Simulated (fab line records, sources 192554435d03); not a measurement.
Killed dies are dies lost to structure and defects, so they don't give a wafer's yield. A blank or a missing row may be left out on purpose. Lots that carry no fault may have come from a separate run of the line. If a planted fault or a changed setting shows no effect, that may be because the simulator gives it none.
Comparing a struck lot with a sound one || flow n5-finfet || 15 out of 1938 route steps
Sound: these wafers, L744.3, L744.4, L744.5. Struck: wafers L757.1, L757.4, L757.5. The cause is given at the end.
For every step that has rows: the tool of each side, followed by ch and its chambers, followed by its first start. Under that, the readings that differ: sound wafers || struck wafers || difference of the means || sigmas: that difference in standard deviations of wafers without a fault.
alike: readings with means less than 2 such deviations apart, plus words and numbers identical on both sides. not compared: withheld readings, readings lacking a value on some wafer, bounds such as >300 that could conceal the same value, and numbers that have no deviation in the record and whose values overlap.
Wherever a step has rows on one side only, a row that says differs or no value, or a row with sigmas, the two part there. When numbers do not overlap yet have no deviation, they are printed without sigmas and do not part them. A reading missing from all wafers of one side parts the sides only when that side holds two or more wafers.

first, 5 steps without rows for these wafers: N5_FIN_SAQP_STRIP_55 (strips in N2/H2); N5_FIN_SAQP_STRIP_23 (strips in SPM, time 750 s); N5_FIN_SAQP_SRD_66 (time 30 s); N5_FIN_SAQP_RECESS_75 (chemistry HF/NH3, target SiO2, target depth 14.4 nm, afs cycles 3, sublimation time 60 s); N5_FIN_SAQP_SPACER1_ALD_24 (deposits SiO2, target thk 20.3 nm, pulse time 1 s, purge time 2 s).
N5_FIN_SAQP_SPACER1_ETCHBACK_25: etches SiO2 in CHF3/O2, target depth 24.4 nm, time 12.2 s.
  sound on rie-diel-03 ch 0,1, day 2 05:08; struck on rie-diel-01 ch 0,2,3, day 5 12:33
  alike: drypump-motor-current-A, oes-product-au, rf-vpp-V, showerhead-plenum-p-Torr, throttle-valve-pct
  not compared: rf-hours-counter-h
N5_FIN_SAQP_MANDREL1_REMOVE_56: chemistry HBr/Cl2/O2, target a-Si, stops on SiNx, bt time 10 s.
  sound on rie-si-05 ch 0,1, day 2 05:13; struck on rie-si-03 ch 2,3, day 5 12:38
  alike: drypump-motor-current-A, oes-product-au, throttle-valve-pct
  not compared: rf-hours-counter-h
N5_FIN_SAQP_CD_MEAS_27: the cd target is 20 nm.
  sound on cd-sem-02 ch 0, day 2 05:20; struck on cd-sem-02 ch 0, day 5 12:45
  alike: cd-nm
then, 2 steps without rows for these wafers: N5_FIN_SAQP_ETCH_57 (etches SiNx in CH3F/O2, target depth 32.5 nm, time 46.4 s); N5_FIN_SAQP_ETCH_65 (etches SiO2 in CF4, target depth 4 nm, time 4.4 s).
N5_FIN_SAQP_MANDREL_ETCH_58: etches a-Si in HBr/Cl2, stops on SiNx, target depth 45 nm, bt time 10 s, time 27 s.
  sound on rie-si-03 ch 0,1,3, day 2 05:34; struck on rie-si-05 ch 0,1, day 5 12:56
  alike: drypump-motor-current-A, oes-product-au, throttle-valve-pct
  not compared: rf-hours-counter-h
N5_FIN_SAQP_RECESS_63: chemistry HF/NH3, target SiO2, target depth 18 nm, afs cycles 3, sublimation time 60 s.
  sound on vapor-etch-01 ch 0,1, day 2 05:46; struck on vapor-etch-02 ch 0, day 5 13:01
  alike: drypump-motor-current-A
N5_FIN_SAQP_COAT_68: time 60 s, resist thk 100 nm.
  sound on litho-track-02 ch 0, day 2 06:02; struck on litho-track-01 ch 0, day 5 13:25
{"reading": "spin-speed-rpm (rpm)", "sound": "1499.9 1499.2 1499.6", "struck": "1555.2 1555.2 1557.7", "difference": "+56.5", "sigmas": "+63"}
{"reading": "model.SOC_of_FIN_SAQP_COAT_68.thk-nm (nm)", "sound": "99.8 99.8 100", "struck": "97.8 97.8 98.2", "difference": -1.9, "sigmas": ""}
  alike: resist-line-temp-C
N5_FIN_SAQP_ETCH_69: etches SOC in N2/H2, stops on SiNx, target depth 150 nm.
  sound on rie-diel-01 ch 0,2, day 2 06:11; struck on rie-diel-03 ch 0,1,2, day 5 13:28
  alike: drypump-motor-current-A, h2-flow-sccm, oes-product-au, rf-vpp-V, showerhead-plenum-p-Torr, throttle-valve-pct
  not compared: rf-hours-counter-h
-- the record jumps here: 9 days lie between the struck wafers' starts before and after (it left off in module FIN_SAQP and takes up again in module BEOL_M4, whose first step shown is number 1111 of the route) --
N5_BEOL_M4_RC_MEAS_101:
  sound on prober-01 ch 0, day 9 05:45; struck on prober-01 ch 0, day 14 21:55
{"reading": "DIBL_N (mV/V)", "sound": "38.6 37.7 38.5", "struck": "35.3 34.8 34.4", "difference": -3.4, "sigmas": -2}
{"reading": "SS_N (mV/dec)", "sound": "72.1 71.8 71.6", "struck": "69.9 69.6 70.3", "difference": -1.9, "sigmas": -3}
  alike: DIBL_P, IOFF_N, IOFF_P, ION_N, ION_P, SS_P, VT_N, VT_P

WHERE THEY PART
At N5_FIN_SAQP_COAT_68 first; at N5_BEOL_M4_RC_MEAS_101 last (within this record only).

WHY: whatever the simulator had introduced
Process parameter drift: litho-track-01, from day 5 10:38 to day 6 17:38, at N5_FIN_SAQP_COAT_68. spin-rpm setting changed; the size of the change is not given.
